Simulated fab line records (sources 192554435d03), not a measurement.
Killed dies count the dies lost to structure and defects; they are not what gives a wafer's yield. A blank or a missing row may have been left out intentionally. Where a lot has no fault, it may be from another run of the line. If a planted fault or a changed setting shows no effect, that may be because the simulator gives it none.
Lot-split experiment + flow n5-finfet + route with 1938 steps; 7 lots, 21 wafers read

## THE SPLIT ITSELF
At N5_BEOL_M15_EXPOSE_07 (exposes mask V14), the setting dose-mj was moved away from the recipe's 41.25 on 6 of the 21 wafers read, by -5.8% to +5.4%. This setting was run at the recipe's value on the other wafers.

## FROM THE SPLIT TO THE READING: what the file shows between them, 10 steps
- N5_BEOL_M15_PEB_08: peb time 90 s
- N5_BEOL_M15_DEVELOP_09: develop time 45 s
- N5_BEOL_M15_HARDBAKE_14: time 120 s
- N5_BEOL_M15_CD_MEAS_10: target cd 360 nm
- N5_BEOL_M15_DESCUM_15: chemistry O2, time 7.9 s
- N5_BEOL_M15_ETCH_59: etches BARC in N2/H2, target depth 89 nm, overetch 26.7 nm, time 67.9 s
- N5_BEOL_M15_VIA_ETCH_16: etches SiO2 in C4F8/O2/Ar, target depth 1792.2 nm
- N5_BEOL_M15_STRIP_64: strips in O2 (also split here: pressure-mtorr)
- N5_BEOL_M15_STRIP_65: strips in post etch residue remover, time 60 s
- N5_BEOL_M15_SRD_66: time 30 s, dry time 30 s

## THE READING
Shown in nm: cd-nm at N5_BEOL_M15_CD_MEAS_17, with target cd 360 nm. Fault-free wafers of this fab line usually give 360 nm, standard deviation 3.1 nm.

| wafer  | tool, chamber at the split | dose-mj as run | against the recipe | cd-nm, nm | against lot-mates on the recipe |
|--------|----------------------------|----------------|--------------------|-----------|---------------------------------|
| L075.2 | krf-scanner-02, 0          | 41.25          | recipe             | 360       | -                               |
| L075.3 | krf-scanner-02, 0          | 41.25          | recipe             | 361       | -                               |
| L075.5 | krf-scanner-02, 0          | 41.25          | recipe             | 354       | -                               |
| L080.1 | krf-scanner-01, 0          | 41.25          | recipe             | 362       | -                               |
| L080.3 | krf-scanner-01, 0          | 41.25          | recipe             | 360       | -                               |
| L080.5 | krf-scanner-01, 0          | 41.25          | recipe             | 362       | -                               |
| L084.1 | krf-scanner-02, 0          | 43.46          | +5.4%              | 368       | +10                             |
| L084.4 | krf-scanner-02, 0          | 43.46          | +5.4%              | 365       | +7                              |
| L084.5 | krf-scanner-02, 0          | 41.25          | recipe             | 358       | -                               |
| L091.1 | krf-scanner-01, 0          | 38.86          | -5.8%              | 347       | -9                              |
| L091.3 | krf-scanner-01, 0          | 38.86          | -5.8%              | 347       | -9                              |
| L091.5 | krf-scanner-01, 0          | 41.25          | recipe             | 356       | -                               |
| L095.2 | krf-scanner-02, 0          | 41.25          | recipe             | 360       | -                               |
| L095.3 | krf-scanner-02, 0          | 41.25          | recipe             | 360       | -                               |
| L095.4 | krf-scanner-02, 0          | 41.25          | recipe             | 362       | -                               |
| L096.1 | krf-scanner-02, 0          | 41.25          | recipe             | 358       | -                               |
| L096.4 | krf-scanner-02, 0          | 41.25          | recipe             | 358       | -                               |
| L096.5 | krf-scanner-02, 0          | 41.25          | recipe             | 358       | -                               |
| L097.1 | krf-scanner-02, 0          | 41.25          | recipe             | 356       | -                               |
| L097.2 | krf-scanner-02, 0          | 42.87          | +3.9%              | 366       | +10                             |
| L097.6 | krf-scanner-02, 0          | 42.87          | +3.9%              | 363       | +7                              |

THE FIT
A straight line over all 21 wafers: cd-nm changes by +1.71 nm for each +1% of dose-mj; r = +0.90; the points scatter about the line by 2.3 nm.
The same after taking each lot's own level away (the mean of its wafers on the recipe; 21 wafers): +1.68 nm for each +1%; r = +0.95; scatter 1.6 nm.
According to that fit, moving dose-mj by its largest amount changes the reading by 9.7 nm.
From 356.0 to 361.3 nm: that is the span of the lots' own levels, equal to 1.7 times the standard deviation above.
The two slopes are in agreement: the lot-to-lot level therefore moves the slope only a little.
Check: -9.73 nm against its lot-mates is what the line predicts for one of the wafers moved furthest among these (-5.8%) when that wafer is left out of the fit. Against them it came out at -9 nm.

## FURTHER SPLITS ON THESE WAFERS
Before the reading, these wafers also passed through other splits. Each is held against what the fit with the lots' levels taken away leaves over:
| other split on the same wafers      | wafers away from the commonest value | r with cd-nm (lot level and that fit taken away) |
|-------------------------------------|--------------------------------------|--------------------------------------------------|
| N5_BEOL_M11_DESCUM_16 time-s        | 13                                   | -0.08                                            |
| N5_BEOL_M13_ETCH_59 bias-w          | 7                                    | +0.01                                            |
| N5_BEOL_M13_EXPOSE_25 dose-mj       | 7                                    | -0.21                                            |
| N5_BEOL_M15_ILD_DEP_00 temp-c       | 7                                    | +0.26                                            |
| N5_BEOL_M15_STRIP_64 pressure-mtorr | 6                                    | -0.05                                            |

## THE WHOLE CHAIN: every reading that the file lists as answering this split, in the file's order
| step                   | what it does     | reading | change (the file's fit)              | r (the file's) |
|------------------------|------------------|---------|--------------------------------------|----------------|
| N5_BEOL_M15_CD_MEAS_10 | target cd 360 nm | cd-nm   | +1.7 nm for each +1% of the setting  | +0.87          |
| N5_BEOL_M15_CD_MEAS_17 | target cd 360 nm | cd-nm   | +1.72 nm for each +1% of the setting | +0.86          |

## THE FILE'S OWN FIT
cd-nm changes by +1.72 nm for each +1% of dose-mj, r = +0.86.
